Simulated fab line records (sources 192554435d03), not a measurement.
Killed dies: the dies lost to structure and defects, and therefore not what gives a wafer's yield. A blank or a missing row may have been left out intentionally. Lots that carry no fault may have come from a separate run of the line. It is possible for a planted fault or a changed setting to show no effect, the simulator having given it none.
Matching of chambers | flow n5-finfet | pecvd-04 running N5_BEOL_M2_ILD_DEP_00: 3 sister chambers
The step deposits SiOC from DEMS/O2, target thk 79 nm, time 15.3 s. 20 wafers are shown with their chamber, then 10 later ones without.

WAFERS PAIRED WITH THEIR CHAMBERS
wafer  | chamber | throttle-valve-pct (%) | showerhead-plenum-p-Torr (Torr) | heater-power-w (W)
L076.2 | 0       | 11.9                   | 5.686                           | 547
L076.3 | 1       | 11.7                   | 5.670                           | 524
L076.5 | 0       | 11.7                   | 5.676                           | 557
L077.1 | 0       | 11.7                   | 5.678                           | 575
L077.4 | 1       | 11.9                   | 5.684                           | 507
L077.5 | 2       | 10.5                   | 5.705                           | 484
L079.1 | 0       | 11.8                   | 5.685                           | 505
L079.4 | 1       | 11.8                   | 5.674                           | 442
L079.5 | 0       | 12.0                   | 5.677                           | 514
L080.1 | 0       | 11.8                   | 5.688                           | 547
L080.5 | 0       | 11.9                   | 5.683                           | 545
L080.6 | 1       | 12.0                   | 5.663                           | 459
L083.4 | 0       | 12.0                   | 5.680                           | 584
L083.5 | 1       | 11.8                   | 5.675                           | 530
L083.6 | 2       | 10.7                   | 5.702                           | 492
L086.2 | 0       | 11.9                   | 5.695                           | 494
L086.4 | 2       | 10.6                   | 5.695                           | 485
L086.6 | 1       | 11.9                   | 5.671                           | 508
L084.1 | 1       | 11.9                   | 5.685                           | 449
L084.2 | 2       | 10.6                   | 5.701                           | 447

SIGNATURES (means of the wafers above)
reading                  | chamber 0 | chamber 1 | chamber 2 | scatter within a chamber
throttle-valve-pct       | 11.856    | 11.857    | 10.600    | 0.103
showerhead-plenum-p-Torr | 5.68311   | 5.67457   | 5.70075   | 0.0065
heater-power-w           | 540.89    | 488.43    | 477.00    | 31.7
Rule: for a wafer and a chamber, the distance is found by dividing, reading by reading, the gap between the wafer's reading and the chamber's mean by the reading's scatter, squaring, summing and taking the root. If the next closest chamber is less than 2 further off than the closest, the wafer can't be placed; otherwise it belongs to the closest. The scatter is the square root of a quotient: the sum, over the shown wafers, of each reading's squared deviation from its chamber's mean, divided by wafers minus chambers.

WAFERS WHOSE CHAMBER IS MISSING
wafer  | throttle-valve-pct (%) | showerhead-plenum-p-Torr (Torr) | heater-power-w (W)
L084.4 | 11.7                   | 5.675                           | 443
L087.3 | 11.9                   | 5.680                           | 521
L087.4 | 11.9                   | 5.701                           | 548
L087.6 | 12.1                   | 5.689                           | 545
L093.1 | 11.9                   | 5.678                           | 568
L093.4 | 12.0                   | 5.686                           | 562
L093.5 | 11.8                   | 5.704                           | 553
L097.1 | 10.5                   | 5.699                           | 494
L097.2 | 11.8                   | 5.659                           | 476
L097.6 | 11.7                   | 5.676                           | 571

EACH ONE'S CHAMBER
wafer  | from the rows above     | in truth
L084.4 | can't be placed: 1 or 0 | 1
L087.3 | can't be placed: 0 or 1 | 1
L087.4 | can't be placed: 0 or 1 | 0
L087.6 | can't be placed: 0 or 1 | 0
L093.1 | can't be placed: 0 or 1 | 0
L093.4 | can't be placed: 0 or 1 | 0
L093.5 | can't be placed: 0 or 1 | 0
L097.1 | 2                       | 2
L097.2 | can't be placed: 1 or 0 | 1
L097.6 | can't be placed: 0 or 1 | 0
1 of 10 placed correctly. These rows do not allow placing 9 (true chamber among the candidates in 9). 0 placed wrongly.
